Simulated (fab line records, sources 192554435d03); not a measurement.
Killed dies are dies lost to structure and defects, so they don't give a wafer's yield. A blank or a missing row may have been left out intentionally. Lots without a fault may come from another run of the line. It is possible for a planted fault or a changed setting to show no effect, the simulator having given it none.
Which tool did it? ; flow n5 finfet ; Sampling: 9 lots, 27 wafers, 5 of 1938 route steps

WHAT THE GAUGES SHOWED, per wafer
N5_BEOL_M4_RC_MEAS_101. Usual: DIBL_N 36.4 mV/V, standard deviation 2.7; DIBL_P 36 mV/V, standard deviation 3.2; IOFF_N 0.16 nA/um, standard deviation 0.046; IOFF_P 0.21 nA/um, standard deviation 0.055; ION_N 677 uA/um, standard deviation 15; ION_P 464 uA/um, standard deviation 11; SS_N 71.5 mV/dec, standard deviation 0.79; SS_P 73.3 mV/dec, standard deviation 0.93; VT_N 250 mV, standard deviation 4.1; VT_P -251 mV, standard deviation 4.4.
lot;measured;on;DIBL_N (mV/V);DIBL_P (mV/V);IOFF_N (nA/um);IOFF_P (nA/um);ION_N (uA/um);ION_P (uA/um);SS_N (mV/dec);SS_P (mV/dec);VT_N (mV);VT_P (mV);flag
L672;day 7 20:13;prober-01;34.9 36.4 39.0;35 37 41;0.14 0.18 0.23;0.22 0.26 0.35;670 683 690;466 472 470;72.1 72.4 72.5;73.6 73.2 75.1;251 247 247;-247 -245 -240;
L675;day 8 21:05;prober-01;38.3 37.2 35.4;40 38 36;0.22 0.19 0.16;0.36 0.28 0.26;695 691 682;487 478 481;72.9 72.2 72.0;73.0 73.6 73.0;242 245 248;-239 -242 -243;
L678;day 10 10:13;prober-02;31.4 31.9 34.2;30 31 34;0.10 0.11 0.12;0.14 0.14 0.17;677 659 652;464 458 451;70.5 70.4 71.1;72.7 72.8 73.1;257 256 257;-254 -254 -257;
L680;day 10 14:48;prober-02;38.0 36.2 37.5;36 36 36;0.17 0.13 0.17;0.23 0.22 0.21;672 671 683;461 461 460;72.2 71.8 72.0;73.8 72.7 73.7;249 255 249;-250 -250 -252;
L687;day 12 11:10;prober-01;34.2 35.1 39.3;34 34 39;0.13 0.13 0.24;0.17 0.17 0.25;651 663 680;447 452 458;71.6 70.4 72.6;73.1 72.6 73.8;251 252 247;-252 -252 -247;
L689;day 12 21:01;prober-01;40.7 42.5 36.0;40 44 35;0.20 0.25 0.13;0.23 0.31 0.17;690 694 677;462 476 467;72.2 72.7 70.9;73.8 75.2 72.6;249 246 253;-250 -247 -253;
L692;day 13 10:51;prober-01;36.5 32.8 35.4;35 31 34;0.14 0.10 0.13;0.19 0.14 0.17;663 659 670;462 453 461;70.9 70.5 71.1;72.6 72.4 72.0;250 256 252;-251 -256 -255;
L693;day 14 04:37;prober-02;36.8 37.1 37.0;37 38 38;0.19 0.20 0.17;0.23 0.23 0.23;697 694 673;475 466 466;71.2 71.2 71.6;72.9 73.8 74.1;246 246 247;-248 -253 -251;
L695;day 14 07:26;prober-01;28.6 32.5 32.1;29 32 33;0.06 0.11 0.11;0.09 0.12 0.13;633 658 677;435 440 462;70.3 71.0 70.6;70.7 71.9 71.7;264 256 253;-265 -259 -259;

WHICH TOOL RAN EACH LOT (tool, then ch and the chambers of the sampled wafers, then the start)
lot;N5_GATE_CUT_VAPOR_ETCH_49;N5_MOL_CONTACT_COAG_ETCH_15;N5_MOL_CONTACT_COAG_PRE_CLEAN_142;N5_MOL_CONTACT_COAG_SPUTTER_130
L672;rie metal-03 ch 0,1, day 4 11:40;rie diel-06 ch 1,2,3, day 4 15:04;pvd sputter-03, day 4 21:56;pvd sputter-03, day 4 22:00
L675;rie metal-02 ch 0,1, day 5 05:32;rie diel-06 ch 0,3, day 5 09:37;pvd sputter-02, day 5 14:44;pvd sputter-02, day 5 14:47
L678;rie metal-01 ch 0, day 6 05:50;rie diel-01 ch 0,1,2, day 6 09:50;pvd sputter-02, day 6 16:19;pvd sputter-02, day 6 16:22
L680;rie metal-01 ch 0,1, day 6 12:07;rie diel-06 ch 0,1,2, day 6 16:13;pvd sputter-01, day 7 00:47;pvd sputter-01, day 7 00:50
L687;rie metal-01 ch 0, day 8 08:56;rie diel-04 ch 0,1,2, day 8 12:24;pvd sputter-02, day 8 16:22;pvd sputter-02, day 8 16:25
L689;rie metal-02 ch 0,1, day 8 18:08;rie diel-01 ch 0,2,3, day 8 21:48;pvd sputter-01, day 9 01:59;pvd sputter-01, day 9 02:02
L692;rie metal-03 ch 0,1, day 9 13:37;rie diel-04 ch 2,3, day 9 17:02;pvd sputter-01, day 9 22:35;pvd sputter-01, day 9 22:39
L693;rie metal-03 ch 0,1, day 10 00:08;rie diel-01 ch 0,1,2, day 10 03:52;pvd sputter-01, day 10 10:40;pvd sputter-01, day 10 10:44
L695;rie metal-01 ch 0,1, day 10 05:45;rie diel-04 ch 0,2,3, day 10 09:09;pvd sputter-03, day 10 14:41;pvd sputter-03, day 10 14:45
- N5_GATE_CUT_VAPOR_ETCH_49: etches TiAlC in BCl3/Cl2.
- N5_MOL_CONTACT_COAG_ETCH_15: etches SiNx in CH3F/O2, stops on Si:P, target depth 7 nm.
- N5_MOL_CONTACT_COAG_PRE_CLEAN_142: time 60 s.
- N5_MOL_CONTACT_COAG_SPUTTER_130: material Co, target thk 47.5 nm.

WHAT THE TOOLS THEMSELVES READ (means of the sampled wafers that have a number; where no wafer has one, the mark that the record gives instead)
N5_GATE_CUT_VAPOR_ETCH_49. Usual: drypump motor current A 5.8 A, standard deviation 0.38; oes product au 0.76 a.u., standard deviation 0.097.
lot;tool;drypump motor current A (A);oes product au (a.u.);flag
L672;rie metal-03;5.6;0.77;
L675;rie metal-02;6.2;0.83;
L678;rie metal-01;5.8;0.77;
L680;rie metal-01;5.5;0.64;
L687;rie metal-01;5.8;0.75;
L689;rie metal-02;5.8;0.72;
L692;rie metal-03;5.6;0.75;
L693;rie metal-03;5.6;0.75;
L695;rie metal-01;5.7;0.82;

N5_MOL_CONTACT_COAG_ETCH_15. Usual: chamber pressure mTorr 30.004 mTorr, standard deviation 0.028; drypump motor current A 5.6 A, standard deviation 0.42; oes product au 0.58 a.u., standard deviation 0.058; rf vpp V 294 V, standard deviation 7.6; showerhead plenum p Torr 1.99 Torr, standard deviation 0.063; throttle valve pct 16.24 %, standard deviation 0.18.
lot;tool;chamber pressure mTorr (mTorr);drypump motor current A (A);oes product au (a.u.);rf vpp V (V);showerhead plenum p Torr (Torr);throttle valve pct (%);flag
L672;rie diel-06;29.999;5.7;0.61;288;1.96;16.27;
L675;rie diel-06;30.013;5.1;0.62;287;2.00;16.21;
L678;rie diel-01;29.991;5.3;0.60;298;2.01;16.29;
L680;rie diel-06;30.004;5.8;0.58;290;2.08;16.12;
L687;rie diel-04;29.995;5.9;0.54;297;1.99;16.29;
L689;rie diel-01;30.010;5.6;0.58;296;1.99;16.22;
L692;rie diel-04;30.026;5.4;0.57;289;1.95;16.32;
L693;rie diel-01;30.020;5.4;0.57;298;2.00;16.34;
L695;rie diel-04;30.000;5.7;0.56;290;1.95;16.24;

N5_MOL_CONTACT_COAG_PRE_CLEAN_142. Usual: heater power w 461 W, standard deviation 34.
lot;tool;heater power w (W);flag
L672;pvd sputter-03;470;
L675;pvd sputter-02;476;
L678;pvd sputter-02;472;
L680;pvd sputter-01;464;
L687;pvd sputter-02;474;
L689;pvd sputter-01;504;
L692;pvd sputter-01;459;
L693;pvd sputter-01;466;
L695;pvd sputter-03;477;

N5_MOL_CONTACT_COAG_SPUTTER_130. Usual: cathode dc power W 3000.0 W, standard deviation 0.55; substrate temp c 25.01 C, standard deviation 0.1; throttle valve pct 29.8 %, standard deviation 1.
lot;tool;cathode dc power W (W);substrate temp c (C);throttle valve pct (%);flag
L672;pvd sputter-03;3000.1;24.97;29.7;
L675;pvd sputter-02;2999.6;24.99;29.9;
L678;pvd sputter-02;2999.3;25.12;30.1;
L680;pvd sputter-01;3000.5;25.08;29.4;
L687;pvd sputter-02;2999.7;25.06;30.0;
L689;pvd sputter-01;2999.7;25.03;29.5;
L692;pvd sputter-01;3000.4;25.00;29.1;
L693;pvd sputter-01;2999.8;25.04;29.4;
L695;pvd sputter-03;2999.5;25.03;29.6;

THE ANSWER, worked out from the rows above alone
Rule: lot off if the mean of its wafers having a number is beyond 3 standard deviations from the usual mean. Also off: a lot with no number at a reading for which 4 or more lots have one. Where the step has rows for the other lots, those lots are counted as sound. After the gauges, taken in route order, come the tools' own readings; for these a lot's mean is taken, as printed above. The first step at which some lot is off is used, and at that step the reading that is off furthest; a lot without a number counts as furthest.
Across all readings shown, no lot is off: no conclusion can be drawn from this.

WHAT HAD BEEN PUT IN BY THE SIMULATOR
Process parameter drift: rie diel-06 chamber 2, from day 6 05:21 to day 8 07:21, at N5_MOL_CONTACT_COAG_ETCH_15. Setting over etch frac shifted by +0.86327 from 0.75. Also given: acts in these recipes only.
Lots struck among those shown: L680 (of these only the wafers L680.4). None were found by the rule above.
